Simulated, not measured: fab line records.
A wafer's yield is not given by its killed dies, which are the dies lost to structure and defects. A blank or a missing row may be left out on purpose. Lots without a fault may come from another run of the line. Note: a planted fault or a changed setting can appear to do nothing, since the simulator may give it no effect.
Which tool is to blame? :: flow nand harc :: 18 wafers from 6 lots sampled at 4 of the route's 1159 steps

## WHAT THE GAUGES SHOWED, per wafer
NHARC_P_GATE_CD_MEAS_91: target cd 2000 nm.
lot: L431
measured: day 5 22:25
on: cd sem-03
cd nm (nm): 1999.4 2000.5 1999.8

lot: L436
measured: day 7 02:57
on: cd sem-03
cd nm (nm): 2000.4 1997.3 2000.8

lot: L437
measured: day 7 18:32
on: cd sem-01
cd nm (nm): 1999.1 2001.9 2000.6

lot: L440
measured: day 8 13:11
on: cd sem-03
cd nm (nm): 1933.9 1932.6 1936.1

lot: L450
measured: day 10 11:41
on: cd sem-02
cd nm (nm): 2003.7 2003.3 2001.7

lot: L452
measured: day 11 04:00
on: cd sem-01
cd nm (nm): 1994.8 1998.8 2001.3

## TOOL THAT RAN EACH LOT (tool first, then ch and the chambers of the sampled wafers, then the start)
lot: L431
NHARC_P_GATE_HM_DEP_102: acl dep-03 ch 0, day 5 05:29
NHARC_P_GATE_HM_OPEN_105: rie diel-08 ch 2,3, day 5 22:16 or earlier
NHARC_P_GATE_EXPOSE_88: krf scanner-04 ch 0, day 5 22:16

lot: L436
NHARC_P_GATE_HM_DEP_102: acl dep-03 ch 0, day 6 10:06
NHARC_P_GATE_HM_OPEN_105: rie diel-02 ch 0,2, day 7 02:48 or earlier
NHARC_P_GATE_EXPOSE_88: krf scanner-03 ch 0, day 7 02:48

lot: L437
NHARC_P_GATE_HM_DEP_102: acl dep-02 ch 0, day 6 20:34
NHARC_P_GATE_HM_OPEN_105: rie diel-02 ch 1,2, day 7 18:22 or earlier
NHARC_P_GATE_EXPOSE_88: krf scanner-04 ch 0, day 7 18:22

lot: L440
NHARC_P_GATE_HM_DEP_102: acl dep-03 ch 0, day 7 19:43
NHARC_P_GATE_HM_OPEN_105: rie diel-08 ch 1,2,3, day 8 13:02 or earlier
NHARC_P_GATE_EXPOSE_88: krf scanner-04 ch 0, day 8 13:02

lot: L450
NHARC_P_GATE_HM_DEP_102: acl dep-01 ch 0, day 9 18:41
NHARC_P_GATE_HM_OPEN_105: rie diel-05 ch 0,2,3, day 10 11:32 or earlier
NHARC_P_GATE_EXPOSE_88: krf scanner-03 ch 0, day 10 11:32

lot: L452
NHARC_P_GATE_HM_DEP_102: acl dep-02 ch 0, day 10 11:34
NHARC_P_GATE_HM_OPEN_105: rie diel-02 ch 0,1, day 11 03:51 or earlier
NHARC_P_GATE_EXPOSE_88: krf scanner-04 ch 0, day 11 03:51
- NHARC_P_GATE_HM_DEP_102: deposits aC, target thk 120 nm.
- NHARC_P_GATE_HM_OPEN_105: chemistry O2/COS, target depth 360 nm.
- NHARC_P_GATE_EXPOSE_88: exposes mask P HVN, target cd 2000 nm.

## THE ANSWER, worked out from the rows above alone
Rule: the lots themselves supply what counts as usual. The widest of any qualifying gaps counts: lots, ordered by their means at a reading, are off when they make up no more than a third of the lots, leave a main group of 4 or more, and stand apart from it by 3 or more times the standard deviation of that group's means. A main group is skipped when, at the precision printed for the reading in the tables above, its means are all equal. Also off: a lot with no number at a reading for which 4 or more lots have one. Any other lot the step has rows for is counted as sound.
Off, at NHARC_P_GATE_CD_MEAS_91 on cd nm: L440. Main group: mean 2000.2 nm, sd 1.5.
A tool fits if, at a process step before that reading, it ran every lot that is off, and no sound lot after the first of them. Those tools and the gauges at NHARC_P_GATE_CD_MEAS_91 are tried in the same way. NHARC_P_GATE_HM_OPEN_105: start missing for some lots; hours and lot order therefore follow NHARC_P_GATE_EXPOSE_88. Can't be told from this: 3 tools fit, acl dep-03 at NHARC_P_GATE_HM_DEP_102, rie diel-08 at NHARC_P_GATE_HM_OPEN_105, cd sem-03 at NHARC_P_GATE_CD_MEAS_91.

## WHAT THE SIMULATOR HAD PUT IN
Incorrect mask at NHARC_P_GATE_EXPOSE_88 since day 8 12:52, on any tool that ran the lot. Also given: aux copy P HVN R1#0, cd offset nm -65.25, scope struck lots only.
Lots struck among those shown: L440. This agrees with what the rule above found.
